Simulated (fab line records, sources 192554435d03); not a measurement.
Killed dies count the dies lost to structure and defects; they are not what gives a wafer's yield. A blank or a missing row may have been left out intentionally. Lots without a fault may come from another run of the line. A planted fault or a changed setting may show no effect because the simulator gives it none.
fab line records    flow n5-finfet
[record] lots = 11  wafers = 31  last-day = 18
route steps=1938 shown BEOL_M13@1693 BEOL_M14@1716
lots that met no fault: from a run of the same line without faults
start-h: start of the lot's first displayed wafer, in hours after the record's first day    wait-h: how many hours have passed since the lot's step before this one    " the same as in the row above    L1.1+2: a row that stands for several wafers    - value missing, or start not given    * or withheld: withheld    < > ~ a bound
route shown NAME@n: NAME is a module with steps in the file, n the number in the route of the first one    usual: the fault-free wafers' mean and standard deviation    same: alike in all rows    chamber/n: place in a boat    sites: the reading at each site    _std_site: their standard deviation    _edge_site: inner sites' mean taken away from outer sites' mean    radius-mm: how far each site lies from the wafer's centre    mask NAME#n: copy n    behind: the last tool/chamber to shape the wafer    hold: why the lot was held/for how many hours/how that ended    device: names the non-switching transistor (n, p or np)    end of line: tests of these same wafers at the route's end    a step with no rows: only its recipe    killed: the dies lost at the first sort to structure and to defects; this is not the yield of the wafer    map: per-die view of a wafer (x killed, . not killed, _ where there is no die)
set.NAME: the setting the step ran with; set.NAME@STEP: the setting that earlier step ran with    model.NAME: the simulator's own value behind a step, which no gauge read
steps of the route over a sample of lots; a table a step, a row a wafer
services: from which hour (start-h, from the record's first day; less than 0 if before it) a tool's chamber was out of use, for how many hours, and why
[[steps]]
[step N5_BEOL_M13_ETCH_67]
[recipe] chemistry = CF4  target = SiARC  target-depth-a = 1430  time-s = 238.3  ion-energy-ev = 80  pressure-mtorr = 40  source-w = 545  bias-w = 36  Ar_flow_sccm = 100  cf4-flow-sccm = 100  ends = cleared
[usual] drypump-motor-current-A = 5.5/0.42  etch-rf-on-time-s = 240/4.3  oes-product-au = 0.66/0.065  rf-vpp-V = 183.9/1.1  showerhead-plenum-p-Torr = 2.14/0.064  throttle-valve-pct = 15.61/0.16
lot.wafer  tool         chamber  start-h  wait-h  drypump-motor-current-A  etch-rf-on-time-s  oes-product-au  rf-hours-counter-h  rf-vpp-V  showerhead-plenum-p-Torr  throttle-valve-pct
L335.2     rie-diel-04  0        244.70   0.0     5.6                      243                0.63            187                 184.2     2.13                      15.66
L335.4     "            3        "        "       5.3                      247                0.60            186                 184.6     2.22                      15.86
L335.5     "            2        "        "       5.3                      238                0.76            -                   185.3     2.10                      15.32
L336.1     rie-diel-04  0        250.04   0.0     5.6                      242                0.63            189                 183.1     2.13                      15.67
L336.4     "            2        "        "       5.3                      237                0.77            37                  184.5     2.10                      15.33
L336.6     "            3        "        "       5.2                      249                0.59            -                   185.3     2.22                      15.88
L338.1     rie-diel-03  3        252.85   0.0     6.2                      232                0.68            93                  184.0     2.07                      15.56
L338.4     "            1        "        "       5.2                      237                0.60            228                 184.9     2.20                      15.80
L338.6     "            3        "        "       6.2                      232                0.67            -                   184.0     2.07                      15.56
L339.1     rie-diel-03  0        278.80   0.0     5.6                      236                0.62            208                 184.6     2.12                      15.58
L339.5     "            1        "        "       5.3                      237                0.59            -                   183.7     2.20                      15.82
L339.6     "            0        "        "       5.6                      235                0.62            -                   182.4     2.12                      15.58
L343.2     rie-diel-03  2        325.39   0.0     5.4                      236                0.74            59                  182.8     2.09                      15.57
L343.4     "            2        "        "       5.4                      238                0.73            -                   181.4     2.09                      15.55
L342.2     rie-diel-05  1        329.49   0.0     5.8                      242                0.59            210                 183.2     2.04                      15.57
L342.4     "            2        "        "       6.1                      243                0.63            182                 184.0     2.14                      15.65
L349.1     rie-diel-05  2        353.04   0.0     6.1                      241                0.63            190                 183.7     2.13                      15.67
L349.4     "            1        "        "       5.8                      243                0.59            217                 181.4     2.04                      15.59
L349.6     "            1        "        "       5.8                      245                0.59            -                   183.2     2.04                      15.59
L350.1     rie-diel-04  2        367.62   0.0     5.3                      237                0.72            71                  184.4     2.09                      15.40
L350.3     "            0        "        "       5.7                      239                0.62            220                 184.0     2.12                      15.73
L350.6     "            1        "        "       4.9                      237                0.68            -                   187.3     2.25                      15.71
L352.4     rie-diel-03  0        368.36   0.0     5.6                      237                0.60            234                 185.0     2.12                      15.63
L352.5     "            3        "        "       6.2                      234                0.65            -                   184.3     2.06                      15.62
L352.6     "            2        "        "       5.4                      238                0.71            -                   182.8     2.09                      15.57
L355.2     rie-diel-04  2        374.26   0.0     5.3                      240                0.71            74                  183.1     2.09                      15.40
L355.4     "            1        "        "       4.9                      237                0.68            -                   183.5     2.25                      15.71
L355.6     "            1        "        "       4.9                      238                0.68            -                   183.4     2.25                      15.71
L357.1     rie-diel-04  0        403.99   0.0     5.6                      243                0.61            226                 182.6     2.12                      15.74
L357.2     "            2        "        "       5.3                      237                0.70            89                  184.1     2.09                      15.44
L357.5     "            3        "        "       5.2                      247                0.58            -                   184.1     2.21                      15.96
[step N5_BEOL_M13_DEGAS_41]
[recipe] ambient = vacuum  temp-c = 250  time-s = 60
[usual] heater-power-w = 337/30
lot.wafer  tool            chamber  start-h  wait-h  heater-power-w
L335.2     pvd-sputter-01  -        247.56   0.5     322
L335.4     "               -        "        "       339
L335.5     "               -        "        "       340
L336.1     pvd-sputter-01  -        252.66   0.3     312
L336.4     "               -        "        "       306
L336.6     "               -        "        "       355
L338.1     pvd-sputter-01  -        258.27   0.5     314
L338.4     "               -        "        "       326
L338.6     "               -        "        "       329
L339.1     pvd-sputter-02  -        279.83   0.2     409
L339.5     "               -        "        "       410
L339.6     "               -        "        "       343
L343.2     pvd-sputter-01  -        326.54   0.3     316
L343.4     "               -        "        "       347
L342.2     pvd-sputter-02  -        333.76   0.3     317
L342.4     "               -        "        "       378
L349.1     pvd-sputter-02  -        353.96   0.1     371
L349.4     "               -        "        "       410
L349.6     "               -        "        "       340
L350.1     pvd-sputter-01  -        369.40   0.5     325
L350.3     "               -        "        "       310
L350.6     "               -        "        "       345
L352.4     pvd-sputter-03  -        370.38   1.1     352
L352.5     "               -        "        "       328
L352.6     "               -        "        "       338
L355.2     pvd-sputter-03  -        375.90   0.5     343
L355.4     "               -        "        "       304
L355.6     "               -        "        "       326
L357.1     pvd-sputter-03  -        405.62   0.0     330
L357.2     "               -        "        "       334
L357.5     "               -        "        "       329
[step N5_BEOL_M13_RS_MEAS_54]
[recipe] thk-meas-gauge = four-point-probe  reads = Cu_of_BEOL_M13_ECD_47+Ta_of_BEOL_M13_SPUTTER_44+TaN_of_BEOL_M13_SPUTTER_43
[usual] M13_RS = 0.0451/0.00058
lot.wafer  tool           chamber  start-h  wait-h  M13_RS[ohm/sq]
L335.2     film-metro-02  -        248.80   0.1     0.0462
L335.4     "              -        "        "       0.0460
L335.5     "              -        "        "       0.0450
L336.1     film-metro-01  -        253.90   0.0     0.0458
L336.4     "              -        "        "       0.0447
L336.6     "              -        "        "       0.0462
L338.1     film-metro-02  -        259.51   0.0     0.0446
L338.4     "              -        "        "       0.0456
L338.6     "              -        "        "       0.0443
L339.1     film-metro-01  -        281.32   0.0     0.0450
L339.5     "              -        "        "       0.0449
L339.6     "              -        "        "       0.0452
L343.2     film-metro-01  -        327.79   0.1     0.0438
L343.4     "              -        "        "       0.0446
L342.2     film-metro-01  -        335.05   0.1     0.0452
L342.4     "              -        "        "       0.0452
L349.1     film-metro-01  -        355.23   0.0     0.0457
L349.4     "              -        "        "       0.0458
L349.6     "              -        "        "       0.0458
L350.1     film-metro-02  -        370.64   0.0     0.0449
L350.3     "              -        "        "       0.0456
L350.6     "              -        "        "       0.0452
L352.4     film-metro-02  -        371.63   0.0     0.0450
L352.5     "              -        "        "       0.0442
L352.6     "              -        "        "       0.0446
L355.2     film-metro-01  -        377.19   0.1     0.0448
L355.4     "              -        "        "       0.0448
L355.6     "              -        "        "       0.0450
L357.1     film-metro-01  -        406.86   0.0     0.0455
L357.2     "              -        "        "       0.0446
L357.5     "              -        "        "       0.0460
[step N5_BEOL_M14_ILD_DEP_00]
[recipe] material = SiO2  target-thk-a = 11193  temp-c = 400  precursor = TEOS/O2  pressure-torr = 6.5  rf-w = 900  teos-flow-sccm = 161.4  gas = O2  flow-sccm = 2650  time-s = 237.4
[usual] heater-power-w = 583/85  run-length-s = 280.3/0.66  showerhead-plenum-p-Torr = 8.32/0.039  throttle-valve-pct = 18.5/0.74
lot.wafer  tool      chamber  start-h  wait-h  heater-power-w  run-length-s  showerhead-plenum-p-Torr  throttle-valve-pct
L335.2     pecvd-01  1        248.86   0.0     510             279.8         8.28                      18.2
L335.4     "         1        "        "       565             279.4         8.28                      18.3
L335.5     "         0        "        "       572             279.4         8.25                      18.9
L336.1     pecvd-01  1        253.96   0.0     609             279.3         8.31                      18.3
L336.4     "         0        "        "       560             279.5         8.26                      18.7
L336.6     "         0        "        "       423             279.6         8.22                      18.8
L338.1     pecvd-02  0        259.57   0.0     553             279.3         8.31                      18.8
L338.4     "         2        "        "       547             280.6         8.32                      17.6
L338.6     "         1        "        "       720             281.2         8.35                      18.8
L339.1     pecvd-02  0        281.38   0.0     609             279.9         8.34                      19.2
L339.5     "         0        "        "       694             280.2         8.31                      19.1
L339.6     "         2        "        "       693             280.6         8.35                      17.7
L343.2     pecvd-02  1        327.86   0.0     724             280.9         8.38                      18.9
L343.4     "         1        "        "       567             230.5         8.37                      18.9
L342.2     pecvd-02  2        335.11   0.0     571             280.7         8.34                      17.8
L342.4     "         1        "        "       689             230.3         8.37                      19.0
L349.1     pecvd-01  1        355.29   0.0     600             280.1         8.29                      18.5
L349.4     "         0        "        "       546             280.0         8.23                      19.0
L349.6     "         2        "        "       654             281.6         8.30                      17.7
L350.1     pecvd-01  2        370.70   0.0     612             280.7         8.29                      17.6
L350.3     "         0        "        "       553             280.5         8.26                      19.0
L350.6     "         1        "        "       464             279.6         8.30                      18.3
L352.4     pecvd-01  2        371.76   0.1     486             281.2         8.33                      17.6
L352.5     "         0        "        "       423             279.9         8.25                      19.1
L352.6     "         1        "        "       603             279.2         8.31                      18.0
L355.2     pecvd-03  0        377.25   0.0     468             279.8         8.35                      19.9
L355.4     "         2        "        "       492             280.5         8.34                      17.0
L355.6     "         0        "        "       506             280.3         8.36                      19.8
L357.1     pecvd-02  0        406.92   0.0     650             279.3         8.32                      19.5
L357.2     "         1        "        "       646             281.2         8.37                      18.9
L357.5     "         0        "        "       524             279.9         8.32                      19.0
[step N5_BEOL_M14_THK_MEAS_01]
[recipe] reads = SiO2_of_BEOL_M14_ILD_DEP_00
[usual] M14_ILD_THK = 1117/13
lot.wafer  tool           chamber  start-h  wait-h  M14_ILD_THK[nm]
L335.2     film-metro-01  -        249.15   0.2     1111
L335.4     "              -        "        "       1128
L335.5     "              -        "        "       1139
L336.1     film-metro-02  -        254.23   0.2     1106
L336.4     "              -        "        "       1130
L336.6     "              -        "        "       1119
L338.1     film-metro-01  -        259.76   0.1     1116
L338.4     "              -        "        "       1136
L338.6     "              -        "        "       1111
L339.1     film-metro-02  -        281.57   0.1     1107
L339.5     "              -        "        "       1123
L339.6     "              -        "        "       1126
L343.2     film-metro-02  -        328.05   0.1     1118
L343.4     "              -        "        "       890
L342.2     film-metro-01  -        335.30   0.1     1100
L342.4     "              -        "        "       888
L349.1     film-metro-02  -        355.48   0.1     1112
L349.4     "              -        "        "       1133
L349.6     "              -        "        "       1154
L350.1     film-metro-01  -        370.89   0.1     1105
L350.3     "              -        "        "       1113
L350.6     "              -        "        "       1121
L352.4     film-metro-01  -        371.88   0.0     1139
L352.5     "              -        "        "       1129
L352.6     "              -        "        "       1128
L355.2     film-metro-01  -        377.44   0.1     1118
L355.4     "              -        "        "       1135
L355.6     "              -        "        "       1128
L357.1     film-metro-02  -        407.11   0.1     1094
L357.2     "              -        "        "       1089
L357.5     "              -        "        "       1115
[[services]]
tool         chamber  start-h  hours  kind
pecvd-02     -        227.27   0.8    repair
pecvd-01     2        240.72   -      clean
pecvd-01     2        240.72   29.5   scheduled-down
pecvd-01     2        240.72   29.5   vent-cycle
rie-diel-03  3        260.74   9.0    repair
rie-diel-05  -        265.48   2.8    pm
pecvd-02     2        266.77   5.5    scheduled-down
pecvd-02     -        287.17   0.9    repair
rie-diel-04  0        312.76   5.1    repair
pecvd-02     2        317.09   5.0    scheduled-down
pecvd-02     0        322.09   5.5    scheduled-down
rie-diel-03  1        323.78   -      clean
rie-diel-03  1        323.78   -      consumable-replace:focus-ring
rie-diel-03  1        323.78   14.6   scheduled-down
pecvd-03     1        336.96   6.6    repair
rie-diel-03  0        340.47   4.7    repair
pecvd-01     1        383.62   -      clean
pecvd-01     1        383.62   -      consumable-replace:showerhead
pecvd-01     1        383.62   29.0   scheduled-down
pecvd-01     1        383.62   29.0   vent-cycle
pecvd-02     -        387.02   5.5    pm
pecvd-01     2        393.86   5.5    scheduled-down
rie-diel-05  -        395.99   27.4   repair
rie-diel-04  0        398.22   5.7    repair
[[key]]
[first-sign] step = N5_BEOL_M14_ILD_DEP_00  reading = run-length-s  direction = down  sigmas = 75  usual = *  struck = *
[effect] step = N5_BEOL_M14_THK_MEAS_01  reading = M14_ILD_THK  direction = down  sigmas = 17  usual = 1117  struck = 889
met-at N5_BEOL_M14_ILD_DEP_00
struck-lots L342,L343
struck-wafers L342.4,L343.4
not-acting-at N5_BEOL_M13_ETCH_67,N5_BEOL_M13_DEGAS_41,N5_BEOL_M13_RS_MEAS_54
onset-between 281.38 327.86
[fault] kind = process-parameter-drift  tool = pecvd-02  chamber = -  onset-h = 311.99  steps = N5_BEOL_M14_ILD_DEP_00  channel = time-s  offset = *  shape = step  end-h = 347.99  scope = struck-wafers-only  acts-in = *  stated = *
